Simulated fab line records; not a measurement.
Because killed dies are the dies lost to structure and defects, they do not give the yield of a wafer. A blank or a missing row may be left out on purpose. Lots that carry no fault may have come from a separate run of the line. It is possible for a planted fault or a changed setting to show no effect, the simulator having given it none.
fab line records ; flow n5_finfet
record lots=7; wafers=39
route steps=1938 shown BEOL_M4@1070 BEOL_M6@1194 BEOL_M9@1417
start_h: hours from the record's opening day to when the first of the lot's shown wafers began ; wait_h: hours from the lot's prior step to this one ; " unchanged from the row above ; L1.1+2: a row that stands for several wafers ; - no value, or no start given ; * or withheld: withheld ; < > ~ a bound
route shown NAME@n: names a module that has steps shown in the file, with the first one's number in the route ; usual: mean and standard deviation over wafers with no fault ; same: alike in all rows ; chamber/n: place in a boat ; sites: each site's reading ; _std_site: standard deviation of those values ; _edge_site: outer sites' mean less inner sites' ; radius_mm: for every site, how far away it sits from the centre of the wafer ; mask NAME#n: copy n ; behind: the last tool/chamber to shape the wafer ; hold: what put the lot on hold/how long, in hours/how the hold closed ; device: the transistor (n, p or np) that didn't switch ; end of line: at the end of the route, the tests of the same wafers ; a step with no rows: only its recipe ; killed: the dies lost at the first sort to structure and to defects; this is not the yield of the wafer ; map: a wafer's dies, x killed, . not, _ none there
set.NAME: the setting as run; set.NAME@STEP: as run at that earlier step ; model.NAME: the simulator's own value behind a step, which no gauge read
lots run with intentionally changed settings; tables by step, rows by wafer
## steps
# step N5_BEOL_M4_TRENCH_ETCH_37
# recipe chemistry=C4F6/O2; target_depth_a=555.55; target=SiOC; time_s=29.2; ion_energy_ev=250; pressure_mtorr=30; source_w=355; bias_w=185; Ar_flow_sccm=300; C4F6_flow_sccm=10; O2_flow_sccm=10
lot.wafer;tool;chamber;start_h;wait_h;set.time_s;model.etch.depth_nm;model.BEOL_M4.feature_depth_nm;model.TiN_of_BEOL_M4_HM_DEP_02.thk_nm
L075.3;rie_diel-06;1;-;-;29.2;55.73;55.8;17.4
L075.4;rie_diel-06;3;-;-;29.2;55.88;55.8;17.6
L075.5;rie_diel-06;1;-;-;29.2;55.55;55.6;17.4
L077.1;rie_diel-04;2;-;-;18.89;36.63;36.6;18.4
L077.2;rie_diel-04;0;-;-;18.89;36.51;36.6;18.4
L077.3;rie_diel-04;1;-;-;18.89;36.18;36.2;18.6
L077.4;rie_diel-04;3;-;-;29.2;56.55;56.6;17.4
L077.5;rie_diel-04;1;-;-;29.2;55.97;56;17.4
L077.6;rie_diel-04;2;-;-;29.2;56.71;56.8;17.8
L081.1;rie_diel-05;0;-;-;29.2;54.58;54.6;17.4
L081.2;rie_diel-05;1;-;-;34.02;67.35;67.4;17.4
L081.3;rie_diel-05;3;-;-;34.02;64.01;64;17.6
L081.4;rie_diel-05;2;-;-;29.2;56.12;56.2;17.6
L081.5;rie_diel-05;0;-;-;29.2;54.44;54.4;17.8
L081.6;rie_diel-05;3;-;-;34.02;64.57;64.6;17.6
L090.1;rie_diel-06;0;-;-;23.88;46.5;46.6;18
L090.2;rie_diel-06;3;-;-;29.2;55.83;55.8;17.2
L090.3;rie_diel-06;1;-;-;23.88;44.65;44.6;18.4
L090.4;rie_diel-06;2;-;-;29.2;56.82;56.8;17.8
L090.5;rie_diel-06;1;-;-;29.2;54.33;54.4;17.4
L090.6;rie_diel-06;2;-;-;23.88;46.96;47;17.8
L091.1;rie_diel-04;1;-;-;29.2;56.03;56;17.8
L091.2;rie_diel-04;2;-;-;29.2;56.91;57;17.4
L091.3;rie_diel-04;3;-;-;29.2;56.58;56.6;17.4
L091.4;rie_diel-04;0;-;-;29.2;56.24;56.2;17.6
L091.5;rie_diel-04;3;-;-;29.2;56.33;56.4;17.4
L091.6;rie_diel-04;2;-;-;29.2;57.05;57;17.6
L092.1;rie_diel-04;3;-;-;29.2;56.62;56.6;17
L092.2;rie_diel-04;1;-;-;29.2;55.85;55.8;17.2
L092.3;rie_diel-04;2;-;-;12.56;24.71;24.8;19
L092.4;rie_diel-04;0;-;-;12.56;24.24;24.2;19.2
L092.5;rie_diel-04;3;-;-;12.56;24.5;24.4;18.4
L092.6;rie_diel-04;0;-;-;29.2;56.11;56.2;17.8
L097.1;rie_diel-04;1;-;-;29.2;55.16;55.2;17.8
L097.2;rie_diel-04;3;-;-;16.22;31.05;31;18.8
L097.3;rie_diel-04;0;-;-;16.22;30.56;30.6;19
L097.4;rie_diel-04;2;-;-;29.2;56.63;56.6;17.6
L097.5;rie_diel-04;0;-;-;29.2;55.31;55.4;17.8
L097.6;rie_diel-04;3;-;-;16.22;31.11;31.2;18.8
# step N5_BEOL_M4_ETCH_41
# recipe chemistry=CH3F/O2; target=SiCN; target_depth_a=299; taper_deg=2; time_s=52.5; ion_energy_ev=120; mask_material=TiN; pressure_mtorr=30; source_w=395; bias_w=75; Ar_flow_sccm=150; CH3F_flow_sccm=30; O2_flow_sccm=20
# step N5_BEOL_M4_STRIP_97
# recipe chemistry=N2/H2; time_s=10; power_w=450; temp_c=40; pressure_mtorr=20; rf_frequency_hz=6e+07; bias_power_w=7; n2_flow_sccm=200; h2_flow_sccm=200
# step N5_BEOL_M4_OCD_MEAS_38
# usual trench_depth_nm=56.1/1
lot.wafer;tool;chamber;start_h;wait_h;set.time_s@BEOL_M4_TRENCH_ETCH_37;trench_depth_nm
L075.3;ocd-02;-;180.91;-;29.2;55.5
L075.4;ocd-02;-;180.91;-;29.2;56.1
L075.5;ocd-02;-;180.91;-;29.2;55.9
L077.1;ocd-02;-;187.67;-;18.89;36.8
L077.2;ocd-02;-;187.67;-;18.89;36.7
L077.3;ocd-02;-;187.67;-;18.89;36.8
L077.4;ocd-02;-;187.67;-;29.2;56.4
L077.5;ocd-02;-;187.67;-;29.2;56.0
L077.6;ocd-02;-;187.67;-;29.2;56.8
L081.1;ocd-02;-;206.22;-;29.2;54.2
L081.2;ocd-02;-;206.22;-;34.02;67.3
L081.3;ocd-02;-;206.22;-;34.02;63.2
L081.4;ocd-02;-;206.22;-;29.2;56.5
L081.5;ocd-02;-;206.22;-;29.2;54.3
L081.6;ocd-02;-;206.22;-;34.02;64.4
L090.1;ocd-01;-;265.66;-;23.88;46.5
L090.2;ocd-01;-;265.66;-;29.2;55.2
L090.3;ocd-01;-;265.66;-;23.88;44.9
L090.4;ocd-01;-;265.66;-;29.2;57.2
L090.5;ocd-01;-;265.66;-;29.2;54.2
L090.6;ocd-01;-;265.66;-;23.88;47.2
L091.1;ocd-01;-;300.94;-;29.2;56.0
L091.2;ocd-01;-;300.94;-;29.2;56.5
L091.3;ocd-01;-;300.94;-;29.2;56.6
L091.4;ocd-01;-;300.94;-;29.2;56.5
L091.5;ocd-01;-;300.94;-;29.2;56.3
L091.6;ocd-01;-;300.94;-;29.2;56.9
L092.1;ocd-02;-;312.27;-;29.2;56.6
L092.2;ocd-02;-;312.27;-;29.2;56.5
L092.3;ocd-02;-;312.27;-;12.56;25.4
L092.4;ocd-02;-;312.27;-;12.56;25.2
L092.5;ocd-02;-;312.27;-;12.56;24.3
L092.6;ocd-02;-;312.27;-;29.2;56.0
L097.1;ocd-02;-;331.59;-;29.2;55.3
L097.2;ocd-02;-;331.59;-;16.22;30.8
L097.3;ocd-02;-;331.59;-;16.22;30.3
L097.4;ocd-02;-;331.59;-;29.2;56.0
L097.5;ocd-02;-;331.59;-;29.2;55.7
L097.6;ocd-02;-;331.59;-;16.22;31.3
# step N5_BEOL_M4_HM_STRIP_39
# recipe chemistry=peroxide_tin_strip; material=TiN; target_depth_a=250; temp_c=50; time_s=158
# step N5_BEOL_M4_SRD_40
# recipe time_s=30; temp_c=23; rinse_liquid=diw; dry=ipa_marangoni
# step N5_BEOL_M4_ECD_50
# recipe material=Cu; target_thk_a=3000
# step N5_BEOL_M4_ANNEAL_51
# recipe temp_c=225; time_s=90; ambient=N2
# step N5_BEOL_M4_CMP_52
# recipe stop_on=SiOC; t_overpolish_s=6.8; down_force_psi=1; platen_rpm=50; clearing_platen_down_force_psi=1.5; clearing_platen_rpm=50; post_cmp_clean=cu_alkaline; target_thk_nm=40; clearing_platen_pad_velocity_m_s=0.99484; pad_velocity_m_s=0.99484
lot.wafer;tool;chamber;start_h;wait_h;set.time_s@BEOL_M4_TRENCH_ETCH_37;model.Cu_of_BEOL_M4_ECD_50.thk_nm
L075.4+3;cmp-01;1,3;184.46;0.2;29.2;41
L075.5;cmp-01;1;184.46;0.2;29.2;41.2
L077.1;cmp-04;0;192.63;0.3;18.89;20.4
L077.4;cmp-04;1;192.63;0.3;29.2;40.8
L077.3;cmp-04;2;192.63;0.3;18.89;20
L077.2;cmp-04;3;192.63;0.3;18.89;20.8
L077.5;cmp-04;0;192.63;0.3;29.2;40.6
L077.6;cmp-04;1;192.63;0.3;29.2;41.2
L081.1;cmp-04;0;209.90;0.3;29.2;37.8
L081.3;cmp-04;1;209.90;0.3;34.02;48.6
L081.2;cmp-04;2;209.90;0.3;34.02;51
L081.4;cmp-04;3;209.90;0.3;29.2;39.2
L081.5;cmp-04;0;209.90;0.3;29.2;38.8
L081.6;cmp-04;1;209.90;0.3;34.02;48.8
L090.4;cmp-03;2;270.33;0.1;29.2;41.2
L090.2;cmp-03;3;270.33;0.1;29.2;39.4
L090.3;cmp-03;0;270.33;0.1;23.88;28.2
L090.1;cmp-03;1;270.33;0.1;23.88;29.8
L090.5;cmp-03;2;270.33;0.1;29.2;38.2
L090.6;cmp-03;3;270.33;0.1;23.88;30.6
L091.4;cmp-04;0;304.67;0.1;29.2;40.2
L091.2;cmp-04;1;304.67;0.1;29.2;38.2
L091.3+6;cmp-04;2,0;304.67;0.1;29.2;40.4
L091.1;cmp-04;3;304.67;0.1;29.2;39.4
L091.5;cmp-04;1;304.67;0.1;29.2;39
L092.3;cmp-04;3;315.69;0.2;12.56;7.6
L092.1+6;cmp-04;0,3;315.69;0.2;29.2;39.4
L092.2;cmp-04;1;315.69;0.2;29.2;39
L092.4;cmp-04;2;315.69;0.2;12.56;7.4
L092.5;cmp-04;0;315.69;0.2;12.56;6.8
L097.3;cmp-01;1;335.23;0.2;16.22;15
L097.2;cmp-01;2;335.23;0.2;16.22;14.6
L097.1;cmp-01;3;335.23;0.2;29.2;40.8
L097.4;cmp-01;0;335.23;0.2;29.2;38.8
L097.6;cmp-01;1;335.23;0.2;16.22;15.8
L097.5;cmp-01;2;335.23;0.2;29.2;39
# step N5_BEOL_M4_THK_MEAS_53
# recipe thk_meas_gauge=xrf; reads=Cu_of_BEOL_M4_ECD_50
# usual M4_THK=40.2/1.3
lot.wafer;tool;chamber;start_h;wait_h;set.time_s@BEOL_M4_TRENCH_ETCH_37;M4_THK[nm]
L075.3;film_metro-01;-;184.71;-;29.2;40.7
L075.4;film_metro-01;-;184.71;-;29.2;40.7
L075.5;film_metro-01;-;184.71;-;29.2;41.1
L077.1;film_metro-02;-;192.92;-;18.89;20.6
L077.2;film_metro-02;-;192.92;-;18.89;20.8
L077.3;film_metro-02;-;192.92;-;18.89;20.1
L077.4;film_metro-02;-;192.92;-;29.2;41.1
L077.5;film_metro-02;-;192.92;-;29.2;40.8
L077.6;film_metro-02;-;192.92;-;29.2;41.3
L081.1;film_metro-02;-;210.19;-;29.2;37.9
L081.2;film_metro-02;-;210.19;-;34.02;50.9
L081.3;film_metro-02;-;210.19;-;34.02;48.4
L081.4;film_metro-02;-;210.19;-;29.2;39.3
L081.5;film_metro-02;-;210.19;-;29.2;38.7
L081.6;film_metro-02;-;210.19;-;34.02;48.8
L090.1;film_metro-02;-;270.62;-;23.88;30.0
L090.2;film_metro-02;-;270.62;-;29.2;39.9
L090.3;film_metro-02;-;270.62;-;23.88;28.4
L090.4;film_metro-02;-;270.62;-;29.2;41.7
L090.5;film_metro-02;-;270.62;-;29.2;38.5
L090.6;film_metro-02;-;270.62;-;23.88;30.9
L091.1;film_metro-01;-;304.96;-;29.2;39.6
L091.2;film_metro-01;-;304.96;-;29.2;38.7
L091.3;film_metro-01;-;304.96;-;29.2;40.8
L091.4;film_metro-01;-;304.96;-;29.2;40.5
L091.5;film_metro-01;-;304.96;-;29.2;39.4
L091.6;film_metro-01;-;304.96;-;29.2;40.8
L092.1;film_metro-02;-;315.99;-;29.2;39.3
L092.2;film_metro-02;-;315.99;-;29.2;39.3
L092.3;film_metro-02;-;315.99;-;12.56;7.5
L092.4;film_metro-02;-;315.99;-;12.56;7.4
L092.5;film_metro-02;-;315.99;-;12.56;6.7
L092.6;film_metro-02;-;315.99;-;29.2;39.5
L097.1;film_metro-01;-;335.52;-;29.2;40.6
L097.2;film_metro-01;-;335.52;-;16.22;14.6
L097.3;film_metro-01;-;335.52;-;16.22;15.0
L097.4;film_metro-01;-;335.52;-;29.2;38.9
L097.5;film_metro-01;-;335.52;-;29.2;39.0
L097.6;film_metro-01;-;335.52;-;16.22;15.7
# step N5_BEOL_M4_PRE_CLEAN_60
# recipe gas=NH3/H2; time_s=15; temp_c=*; rf_power_w=300
# step N5_BEOL_M4_CO_CAP_55
# recipe material=Co; target_thk_a=20; temp_c=200; precursor=CCTBA/H2; pressure_torr=30; time_s=102.1
# step N5_BEOL_M4_PRE_CLEAN_56
# recipe gas=NH3; time_s=15; temp_c=withheld; rf_power_w=300
# step N5_BEOL_M4_DEP_57
# recipe material=SiCN; target_thk_a=80; temp_c=withheld; precursor=3MS/NH3; pressure_torr=3; rf_w=202; time_s=14
# step N5_BEOL_M4_RS_MEAS_58
# recipe thk_meas_gauge=four-point-probe; reads=Co_of_BEOL_M4_CO_CAP_55+Cu_of_BEOL_M4_ECD_50+Co_of_BEOL_M4_CVD_47+TaN_of_BEOL_M4_ALD_84
# usual M4_RS=0.667/0.028
lot.wafer;tool;chamber;start_h;wait_h;set.time_s@BEOL_M4_TRENCH_ETCH_37;M4_RS[ohm/sq]
L075.3;film_metro-02;-;184.97;0.1;29.2;0.648
L075.4;film_metro-02;-;184.97;0.1;29.2;0.648
L075.5;film_metro-02;-;184.97;0.1;29.2;0.643
L077.1;film_metro-02;-;193.18;0.0;18.89;1.654
L077.2;film_metro-02;-;193.18;0.0;18.89;1.618
L077.3;film_metro-02;-;193.18;0.0;18.89;1.690
L077.4;film_metro-02;-;193.18;0.0;29.2;0.650
L077.5;film_metro-02;-;193.18;0.0;29.2;0.653
L077.6;film_metro-02;-;193.18;0.0;29.2;0.645
L081.1;film_metro-01;-;210.46;0.0;29.2;0.721
L081.2;film_metro-01;-;210.46;0.0;34.02;0.492
L081.3;film_metro-01;-;210.46;0.0;34.02;0.521
L081.4;film_metro-01;-;210.46;0.0;29.2;0.686
L081.5;film_metro-01;-;210.46;0.0;29.2;0.696
L081.6;film_metro-01;-;210.46;0.0;34.02;0.519
L090.1;film_metro-01;-;270.88;0.0;23.88;0.988
L090.2;film_metro-01;-;270.88;0.0;29.2;0.683
L090.3;film_metro-01;-;270.88;0.0;23.88;1.059
L090.4;film_metro-01;-;270.88;0.0;29.2;0.644
L090.5;film_metro-01;-;270.88;0.0;29.2;0.711
L090.6;film_metro-01;-;270.88;0.0;23.88;0.949
L091.1;film_metro-01;-;305.22;0.0;29.2;0.684
L091.2;film_metro-01;-;305.22;0.0;29.2;0.706
L091.3;film_metro-01;-;305.22;0.0;29.2;0.658
L091.4;film_metro-01;-;305.22;0.0;29.2;0.668
L091.5;film_metro-01;-;305.22;0.0;29.2;0.690
L091.6;film_metro-01;-;305.22;0.0;29.2;0.664
L092.1;film_metro-02;-;316.25;0.0;29.2;0.683
L092.2;film_metro-02;-;316.25;0.0;29.2;0.689
L092.3;film_metro-02;-;316.25;0.0;12.56;6.880
L092.4;film_metro-02;-;316.25;0.0;12.56;7.037
L092.5;film_metro-02;-;316.25;0.0;12.56;7.998
L092.6;film_metro-02;-;316.25;0.0;29.2;0.682
L097.1;film_metro-01;-;335.84;0.0;29.2;0.653
L097.2;film_metro-01;-;335.84;0.0;16.22;2.638
L097.3;film_metro-01;-;335.84;0.0;16.22;2.572
L097.4;film_metro-01;-;335.84;0.0;29.2;0.699
L097.5;film_metro-01;-;335.84;0.0;29.2;0.690
L097.6;film_metro-01;-;335.84;0.0;16.22;2.380
# step N5_BEOL_M6_ILD_DEP_00
# recipe material=SiCOH_lowk; target_thk_a=1797.5; temp_c=300; precursor=DEMS/porogen; pressure_torr=5; rf_w=500; time_s=33.4
lot.wafer;tool;chamber;start_h;wait_h;set.target_thk_a;model.SiCOH_lowk_of_BEOL_M6_ILD_DEP_00.thk_nm
L075.3;pecvd-01;2;198.74;0.0;1797.5;178
L075.4;pecvd-01;0;198.74;0.0;1797.5;184
L075.5;pecvd-01;1;198.74;0.0;1797.5;181.2
L077.1;pecvd-01;0;210.09;0.0;1797.5;179.6
L077.2;pecvd-01;1;210.09;0.0;977.4;98
L077.3;pecvd-01;2;210.09;0.0;1797.5;180.8
L077.4;pecvd-01;1;210.09;0.0;977.4;99.2
L077.5;pecvd-01;0;210.09;0.0;977.4;100.4
L077.6;pecvd-01;2;210.09;0.0;1797.5;180.2
L081.1;pecvd-03;1;225.87;0.0;980.8;97.6
L081.2;pecvd-03;0;225.87;0.0;980.8;99.4
L081.3;pecvd-03;1;225.87;0.0;1797.5;184.2
L081.4;pecvd-03;0;225.87;0.0;1797.5;180.8
L081.5;pecvd-03;1;225.87;0.0;1797.5;182.6
L081.6;pecvd-03;0;225.87;0.0;980.8;101.2
L090.1;pecvd-03;2;291.26;0.0;2426;242
L090.2;pecvd-03;0;291.26;0.0;2426;243
L090.3;pecvd-03;1;291.26;0.0;1797.5;179
L090.4;pecvd-03;0;291.26;0.0;2426;244.6
L090.5;pecvd-03;2;291.26;0.0;1797.5;181.8
L090.6;pecvd-03;1;291.26;0.0;1797.5;183
L091.1;pecvd-03;1;318.95;0.0;1797.5;180.2
L091.2;pecvd-03;0;318.95;0.0;1797.5;179.2
L091.3;pecvd-03;2;318.95;0.0;1797.5;178.4
L091.4;pecvd-03;1;318.95;0.0;1797.5;182.6
L091.5;pecvd-03;0;318.95;0.0;1797.5;182.8
L091.6;pecvd-03;2;318.95;0.0;1797.5;181
L092.1;pecvd-03;2;329.84;0.0;933.1;91.8
L092.2;pecvd-03;1;329.84;0.0;933.1;93.4
L092.3;pecvd-03;0;329.84;0.0;1797.5;179.2
L092.4;pecvd-03;0;329.84;0.0;1797.5;182.8
L092.5;pecvd-03;2;329.84;0.0;933.1;94.2
L092.6;pecvd-03;1;329.84;0.0;1797.5;181.4
L097.1+3;pecvd-01;0,2;348.55;0.0;1797.5;178.2
L097.2;pecvd-01;1;348.55;0.0;1797.5;178
L097.4+5;pecvd-01;0,1;348.55;0.0;1797.5;179.6
L097.6;pecvd-01;2;348.55;0.0;1797.5;179.8
# step N5_BEOL_M6_CURE_74
# recipe temp_c=385; time_s=240; ambient=He/Ar; material=SiCOH_lowk
lot.wafer;tool;chamber;start_h;wait_h;set.target_thk_a@BEOL_M6_ILD_DEP_00;model.SiCOH_lowk_of_BEOL_M6_ILD_DEP_00.thk_nm
L075.3;uv_cure-03;1;198.97;0.2;1797.5;153.4
L075.4;uv_cure-03;1;198.97;0.2;1797.5;158.6
L075.5;uv_cure-03;1;198.97;0.2;1797.5;156.4
L077.1;uv_cure-03;2;210.30;0.2;1797.5;154.8
L077.2;uv_cure-03;2;210.30;0.2;977.4;84
L077.3;uv_cure-03;2;210.30;0.2;1797.5;155.8
L077.4;uv_cure-03;2;210.30;0.2;977.4;85.2
L077.5;uv_cure-03;2;210.30;0.2;977.4;86.2
L077.6;uv_cure-03;2;210.30;0.2;1797.5;155.4
L081.1;uv_cure-03;2;226.19;0.3;980.8;83.8
L081.2;uv_cure-03;2;226.19;0.3;980.8;85.2
L081.3;uv_cure-03;2;226.19;0.3;1797.5;158.8
L081.4;uv_cure-03;2;226.19;0.3;1797.5;156
L081.5;uv_cure-03;2;226.19;0.3;1797.5;157.6
L081.6;uv_cure-03;2;226.19;0.3;980.8;86.8
L090.1;uv_cure-03;1;291.82;0.5;2426;209.4
L090.2;uv_cure-03;1;291.82;0.5;2426;210.4
L090.3;uv_cure-03;1;291.82;0.5;1797.5;154.4
L090.4;uv_cure-03;1;291.82;0.5;2426;211.8
L090.5;uv_cure-03;1;291.82;0.5;1797.5;156.8
L090.6;uv_cure-03;1;291.82;0.5;1797.5;157.8
L091.1;uv_cure-03;2;319.02;0.0;1797.5;155.4
L091.2;uv_cure-03;2;319.02;0.0;1797.5;154.6
L091.3;uv_cure-03;2;319.02;0.0;1797.5;153.8
L091.4+5;uv_cure-03;2;319.02;0.0;1797.5;157.6
L091.6;uv_cure-03;2;319.02;0.0;1797.5;156.2
L092.1;uv_cure-01;1;329.91;0.0;933.1;78.6
L092.2;uv_cure-01;1;329.91;0.0;933.1;80.2
L092.3;uv_cure-01;1;329.91;0.0;1797.5;154.6
L092.4;uv_cure-01;1;329.91;0.0;1797.5;157.8
L092.5;uv_cure-01;1;329.91;0.0;933.1;80.8
L092.6;uv_cure-01;1;329.91;0.0;1797.5;156.4
L097.1;uv_cure-01;1;348.61;0.0;1797.5;153.6
L097.2;uv_cure-01;1;348.61;0.0;1797.5;153.4
L097.3;uv_cure-01;1;348.61;0.0;1797.5;153.8
L097.4+6;uv_cure-01;1;348.61;0.0;1797.5;155
L097.5;uv_cure-01;1;348.61;0.0;1797.5;154.8
# step N5_BEOL_M6_THK_MEAS_01
# recipe reads=SiCOH_lowk_of_BEOL_M6_ILD_DEP_00
# usual M6_ILD_THK=155.3/1.8
lot.wafer;tool;chamber;start_h;wait_h;set.target_thk_a@BEOL_M6_ILD_DEP_00;M6_ILD_THK[nm]
L075.3;film_metro-01;-;199.32;0.3;1797.5;153.5
L075.4;film_metro-01;-;199.32;0.3;1797.5;158.8
L075.5;film_metro-01;-;199.32;0.3;1797.5;156.3
L077.1;film_metro-01;-;210.81;0.4;1797.5;155.0
L077.2;film_metro-01;-;210.81;0.4;977.4;84.0
L077.3;film_metro-01;-;210.81;0.4;1797.5;155.9
L077.4;film_metro-01;-;210.81;0.4;977.4;85.1
L077.5;film_metro-01;-;210.81;0.4;977.4;86.1
L077.6;film_metro-01;-;210.81;0.4;1797.5;155.3
L081.1;film_metro-02;-;226.70;0.4;980.8;83.8
L081.2;film_metro-02;-;226.70;0.4;980.8;85.4
L081.3;film_metro-02;-;226.70;0.4;1797.5;158.9
L081.4;film_metro-02;-;226.70;0.4;1797.5;156.1
L081.5;film_metro-02;-;226.70;0.4;1797.5;157.5
L081.6;film_metro-02;-;226.70;0.4;980.8;86.9
L090.1;film_metro-01;-;293.77;1.6;2426;209.4
L090.2;film_metro-01;-;293.77;1.6;2426;210.3
L090.3;film_metro-01;-;293.77;1.6;1797.5;154.3
L090.4;film_metro-01;-;293.77;1.6;2426;211.7
L090.5;film_metro-01;-;293.77;1.6;1797.5;156.9
L090.6;film_metro-01;-;293.77;1.6;1797.5;157.9
L091.1;film_metro-01;-;319.53;0.4;1797.5;155.3
L091.2;film_metro-01;-;319.53;0.4;1797.5;154.6
L091.3;film_metro-01;-;319.53;0.4;1797.5;153.9
L091.4;film_metro-01;-;319.53;0.4;1797.5;157.6
L091.5;film_metro-01;-;319.53;0.4;1797.5;157.6
L091.6;film_metro-01;-;319.53;0.4;1797.5;156.1
L092.1;film_metro-01;-;330.42;0.4;933.1;78.7
L092.2;film_metro-01;-;330.42;0.4;933.1;80.1
L092.3;film_metro-01;-;330.42;0.4;1797.5;154.6
L092.4;film_metro-01;-;330.42;0.4;1797.5;157.6
L092.5;film_metro-01;-;330.42;0.4;933.1;80.9
L092.6;film_metro-01;-;330.42;0.4;1797.5;156.3
L097.1;film_metro-02;-;349.12;0.4;1797.5;153.7
L097.2;film_metro-02;-;349.12;0.4;1797.5;153.4
L097.3;film_metro-02;-;349.12;0.4;1797.5;153.8
L097.4;film_metro-02;-;349.12;0.4;1797.5;154.9
L097.5;film_metro-02;-;349.12;0.4;1797.5;154.9
L097.6;film_metro-02;-;349.12;0.4;1797.5;155.0
# step N5_BEOL_M9_DESCUM_16
# recipe chemistry=O2; time_s=7.9; source_power_w=50; bias_power_w=20; pressure_mtorr=20; rf_frequency_hz=2.712e+07; temp_c=40; resist=CAR-ArF; o2_flow_sccm=225
lot.wafer;tool;chamber;start_h;wait_h;set.time_s;model.CAR-ArF_of_BEOL_M9_COAT_05.thk_nm
L075.3;rie_diel-01;0;227.76;0.1;7.9;83.4
L075.4;rie_diel-01;2;227.76;0.1;7.9;83
L075.5;rie_diel-01;1;227.76;0.1;7.9;83.2
L077.1+4;rie_diel-01;0,2;245.97;0.0;7.9;83.8
L077.2;rie_diel-01;1;245.97;0.0;11.27;81.8
L077.3;rie_diel-01;3;245.97;0.0;7.9;84
L077.5;rie_diel-01;1;245.97;0.0;11.27;81.4
L077.6;rie_diel-01;2;245.97;0.0;11.27;82
L081.1;rie_diel-03;3;256.17;0.0;7.9;84.2
L081.2;rie_diel-03;2;256.17;0.0;9.429;83
L081.3+4;rie_diel-03;1,0;256.17;0.0;7.9;83.6
L081.5+6;rie_diel-03;0,1;256.17;0.0;9.429;82.8
L090.1;rie_diel-02;3;322.65;0.0;10.13;82.6
L090.2;rie_diel-02;0;322.65;0.0;10.13;82.4
L090.3+4;rie_diel-02;2,3;322.65;0.0;7.9;84.2
L090.5;rie_diel-02;2;322.65;0.0;7.9;84.4
L090.6;rie_diel-02;0;322.65;0.0;10.13;82.8
L091.1;rie_diel-02;3;347.94;0.0;7.9;83.6
L091.2;rie_diel-02;2;347.94;0.0;9.947;82.4
L091.3;rie_diel-02;0;347.94;0.0;9.947;82
L091.4;rie_diel-02;3;347.94;0.0;9.947;82.2
L091.5+6;rie_diel-02;0,2;347.94;0.0;7.9;83.2
L092.1+4+6;rie_diel-03;1,2,2;354.42;0.0;7.9;83.4
L092.2;rie_diel-03;3;354.42;0.0;5.636;84.4
L092.3+5;rie_diel-03;0,3;354.42;0.0;5.636;84.8
L097.1;rie_diel-01;1;380.70;0.0;5.747;84.6
L097.2+5;rie_diel-01;3,0;380.70;0.0;7.9;83.8
L097.3+4;rie_diel-01;2,0;380.70;0.0;5.747;85.2
L097.6;rie_diel-01;1;380.70;0.0;7.9;84
# step N5_BEOL_M9_ETCH_61
# recipe chemistry=CF4; target=SiARC; target_depth_a=390; mask_material=CAR-ArF; time_s=65; ion_energy_ev=80; pressure_mtorr=40; source_w=545; bias_w=36; Ar_flow_sccm=100; cf4_flow_sccm=100; ends=cleared
lot.wafer;tool;chamber;start_h;wait_h;set.time_s@BEOL_M9_DESCUM_16;model.CAR-ArF_of_BEOL_M9_COAT_05.thk_nm
L075.3;rie_diel-01;0;227.79;0.0;7.9;55.6
L075.4;rie_diel-01;2;227.79;0.0;7.9;55.2
L075.5;rie_diel-01;1;227.79;0.0;7.9;55.4
L077.1;rie_diel-01;0;246.00;0.0;7.9;55.8
L077.2;rie_diel-01;1;246.00;0.0;11.27;53.8
L077.3+4;rie_diel-01;3,2;246.00;0.0;7.9;56
L077.5;rie_diel-01;1;246.00;0.0;11.27;53.4
L077.6;rie_diel-01;2;246.00;0.0;11.27;54
L081.1;rie_diel-03;3;256.21;0.0;7.9;56.2
L081.2+5;rie_diel-03;2,0;256.21;0.0;9.429;55
L081.3;rie_diel-03;1;256.21;0.0;7.9;55.8
L081.4;rie_diel-03;0;256.21;0.0;7.9;55.6
L081.6;rie_diel-03;1;256.21;0.0;9.429;54.8
L090.1;rie_diel-02;3;322.68;0.0;10.13;54.8
L090.2;rie_diel-02;0;322.68;0.0;10.13;54.4
L090.3;rie_diel-02;2;322.68;0.0;7.9;56.4
L090.4;rie_diel-02;3;322.68;0.0;7.9;56.2
L090.5;rie_diel-02;2;322.68;0.0;7.9;56.6
L090.6;rie_diel-02;0;322.68;0.0;10.13;55
L091.1;rie_diel-02;3;347.98;0.0;7.9;55.8
L091.2;rie_diel-02;2;347.98;0.0;9.947;54.6
L091.3+4;rie_diel-02;0,3;347.98;0.0;9.947;54.2
L091.5+6;rie_diel-02;0,2;347.98;0.0;7.9;55.4
L092.1;rie_diel-03;1;354.46;0.0;7.9;55.6
L092.2;rie_diel-03;3;354.46;0.0;5.636;56.4
L092.3;rie_diel-03;0;354.46;0.0;5.636;57
L092.4+6;rie_diel-03;2;354.46;0.0;7.9;55.4
L092.5;rie_diel-03;3;354.46;0.0;5.636;56.8
L097.1;rie_diel-01;1;380.74;0.0;5.747;56.6
L097.2+5;rie_diel-01;3,0;380.74;0.0;7.9;55.8
L097.3+4;rie_diel-01;2,0;380.74;0.0;5.747;57.2
L097.6;rie_diel-01;1;380.74;0.0;7.9;56.2
## key
split step=N5_BEOL_M4_TRENCH_ETCH_37; setting=time_s; stated=29.2; by=wafer
response step=N5_BEOL_M4_TRENCH_ETCH_37; reading=model.etch.depth_nm; change=+0.56; per=1%; r=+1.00
response step=N5_BEOL_M4_TRENCH_ETCH_37; reading=model.BEOL_M4.feature_depth_nm; change=+0.56; per=1%; r=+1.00
response step=N5_BEOL_M4_TRENCH_ETCH_37; reading=model.TiN_of_BEOL_M4_HM_DEP_02.thk_nm; change=-0.0258; per=1%; r=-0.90
response step=N5_BEOL_M4_OCD_MEAS_38; reading=trench_depth_nm; change=+0.555; per=1%; r=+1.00
response step=N5_BEOL_M4_CMP_52; reading=model.Cu_of_BEOL_M4_ECD_50.thk_nm; change=+0.565; per=1%; r=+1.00
response step=N5_BEOL_M4_THK_MEAS_53; reading=M4_THK; change=+0.566; per=1%; r=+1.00
response step=N5_BEOL_M4_RS_MEAS_58; reading=M4_RS; shape=bent; at_lowest=7.305; at_stated=0.675; at_highest=0.511
split step=N5_BEOL_M6_ILD_DEP_00; setting=target_thk_a; stated=1797.5; by=wafer
response step=N5_BEOL_M6_ILD_DEP_00; reading=model.SiCOH_lowk_of_BEOL_M6_ILD_DEP_00.thk_nm; change=+1.81; per=1%; r=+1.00
response step=N5_BEOL_M6_CURE_74; reading=model.SiCOH_lowk_of_BEOL_M6_ILD_DEP_00.thk_nm; change=+1.57; per=1%; r=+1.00
response step=N5_BEOL_M6_THK_MEAS_01; reading=M6_ILD_THK; change=+1.57; per=1%; r=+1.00
split step=N5_BEOL_M9_DESCUM_16; setting=time_s; stated=7.9; by=wafer
response step=N5_BEOL_M9_DESCUM_16; reading=model.CAR-ArF_of_BEOL_M9_COAT_05.thk_nm; change=-0.0483; per=1%; r=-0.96
response step=N5_BEOL_M9_ETCH_61; reading=model.CAR-ArF_of_BEOL_M9_COAT_05.thk_nm; change=-0.0489; per=1%; r=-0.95
